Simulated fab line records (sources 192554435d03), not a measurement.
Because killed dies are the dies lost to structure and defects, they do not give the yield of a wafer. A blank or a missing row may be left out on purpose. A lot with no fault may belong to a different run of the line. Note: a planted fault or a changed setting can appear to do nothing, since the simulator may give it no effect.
A lot that was struck, set against a sound lot	flow n5 finfet	39 out of 1938 route steps
Sound: the wafers L675.1, L675.4, L675.5. Struck: wafers L685.4, L685.5. (L685.6 of the same lot was not struck and is left out.) The cause comes at the end.
Each step with rows lists, per side, the tool, then ch with its chambers, then its first start. Under that, the readings that differ: sound wafers	struck wafers	difference of the means	sigmas: that difference in standard deviations of wafers without a fault.
alike: words and numbers the same on both sides, and readings whose means are apart by under 2 such deviations; not compared: readings that were withheld, readings missing a value for some wafer, numbers with overlapping values and no deviation given by the record, and bounds like >300 which may hide the same value.
A row with sigmas, a row that says differs or no value, or rows on one side alone: a step with any of these is where the two part. Numbers that have no deviation but don't overlap get no sigmas and don't part them. A reading that every wafer of one side lacks parts them only if that side has two wafers or more.

first, 11 steps without rows for these wafers: N5_HKMG_FIN_STRIP_60 (strips in N2/H2, time 360 s); N5_HKMG_FIN_WET_ETCH_77 (etches La2O3 in dHCl, stops on HfO2, target depth 2 nm); N5_HKMG_FIN_WET_ETCH_78 (etches Al2O3 in dNH4OH, stops on La2O3, target depth 4.5 nm, rinse time 30 s); N5_HKMG_FIN_ALD_79 (deposits TiN, target thk 1.5 nm, pulse time 1 s, purge time 3 s); N5_HKMG_FIN_CVD_62 (deposits a-Si from Si2H6, target thk 3 nm, time 20.8 s); N5_HKMG_FIN_RTA_80 (time 2 s); N5_HKMG_FIN_PRECLEAN_64 (cleans in dHF, time 30 s); N5_HKMG_FIN_WET_ETCH_65 (etches a-Si in TMAH, stops on TiN, time 49 s, target depth 3 nm); N5_HKMG_FIN_WET_ETCH_81 (etches TiN in SC1, stops on HfO2, time 57 s, target depth 6 nm); N5_HKMG_FIN_WET_ETCH_82 (etches La2O3 in dHCl, stops on HfO2, target depth 2 nm, rinse time 30 s); N5_HKMG_FIN_ALD_36 (deposits TiN, target thk 1 nm, pulse time 1 s, purge time 3 s).
N5_HKMG_FIN_PWFM_ALD_03: deposits TiN, target thk 2 nm, pulse time 1 s, purge time 3 s.
  sound on ald metal-03 ch 1,2, day 5 14:22; struck on ald metal-03 ch 0, day 7 20:07
reading	sound	struck	difference	sigmas
ald cycles	91 91 91	104 104	+13	
  alike: heater power w, precursor pulse height rel
then, 26 steps without rows for these wafers: N5_HKMG_FIN_COAT_29 (time 60 s, resist thk 300 nm); N5_HKMG_FIN_COAT_30 (time 60 s, resist thk 35 nm); N5_HKMG_FIN_COAT_06 (resist thk 90 nm); N5_HKMG_FIN_EBR_08; N5_HKMG_FIN_SOFTBAKE_07 (time 60 s); N5_HKMG_FIN_EXPOSE_09 (exposes mask NWFM); N5_HKMG_FIN_PEB_10 (peb time 60 s); N5_HKMG_FIN_DEVELOP_11 (develop time 30 s); N5_HKMG_FIN_DESCUM_17 (chemistry O2, time 7.9 s); N5_HKMG_FIN_ETCH_31 (etches SiARC in CF4, target depth 45.5 nm, time 75.8 s); N5_HKMG_FIN_ETCH_32 (etches SOC in N2/H2, target depth 240 nm, time 300 s); N5_HKMG_FIN_STRIP_33 (strips in N2/H2); N5_HKMG_FIN_STRIP_34 (strips in CF4); N5_HKMG_FIN_ETCH_35 (etches SOC in N2/H2, target depth 215.8 nm, time 243.4 s); N5_HKMG_FIN_STRIP_92 (strips SOC in N2/H2, time 20 s); N5_HKMG_FIN_WET_ETCH_18 (etches TiN in SC1, time 55 s, target depth 5.2 nm, rinse time 30 s); N5_HKMG_FIN_STRIP_19 (strips in N2/H2, time 360 s); N5_HKMG_FIN_ALD_91 (deposits TiN, target thk 1 nm, pulse time 1 s, purge time 3 s); N5_HKMG_FIN_COAT_85 (time 60 s, resist thk 300 nm); N5_HKMG_FIN_ETCH_86 (etches SOC in N2/H2, stops on TiN, target depth 393.2 nm); N5_HKMG_FIN_STRIP_89 (strips SOC in N2/H2, time 20 s); N5_HKMG_FIN_WET_ETCH_87 (etches TiN in SC1, time 154.2 s, target depth 4.7 nm, rinse time 30 s); N5_HKMG_FIN_STRIP_88 (strips in N2/H2, time 360 s); N5_HKMG_FIN_NWFM_ALD_20 (deposits TiAlC, target thk 2 nm, pulse time 3 s, purge time 2 s); N5_HKMG_FIN_ALD_71 (deposits TiN, target thk 1 nm, pulse time 1 s, purge time 3 s); N5_HKMG_FIN_COAT_66 (time 60 s, resist thk 300 nm).
-- here the record skips 4 days between the struck wafers' starts before and after, leaving off in module HKMG_FIN and picking up in module BEOL_M4 (first step shown: number 1111 of the route) --
N5_BEOL_M4_RC_MEAS_101:
  sound on prober-02 ch 0, day 9 17:20; struck on prober-02 ch 0, day 11 21:13
reading	sound	struck	difference	sigmas
IOFF_P_LONG (nA/um)	9.9e-05 0.000102 9.8e-05	0.000144 0.000138	+0.000041	+5
VT_P (mV)	-254 -252 -255	-247 -246	+7	+2
VT_P_LONG (mV)	-277 -277 -277	-263 -265	+13	+4
VT_P_LVT (mV)	-102.5 -100.6 -106.4	-91.7 -90.2	+12.2	+4
  alike: DIBL_N, DIBL_P, IOFF_N, IOFF_P, ION_N, ION_P, SS_N, SS_P, VT_N

== WHERE THEY PART ==
Within this record, at N5_BEOL_M4_RC_MEAS_101 only.

WHY: whatever the simulator had introduced
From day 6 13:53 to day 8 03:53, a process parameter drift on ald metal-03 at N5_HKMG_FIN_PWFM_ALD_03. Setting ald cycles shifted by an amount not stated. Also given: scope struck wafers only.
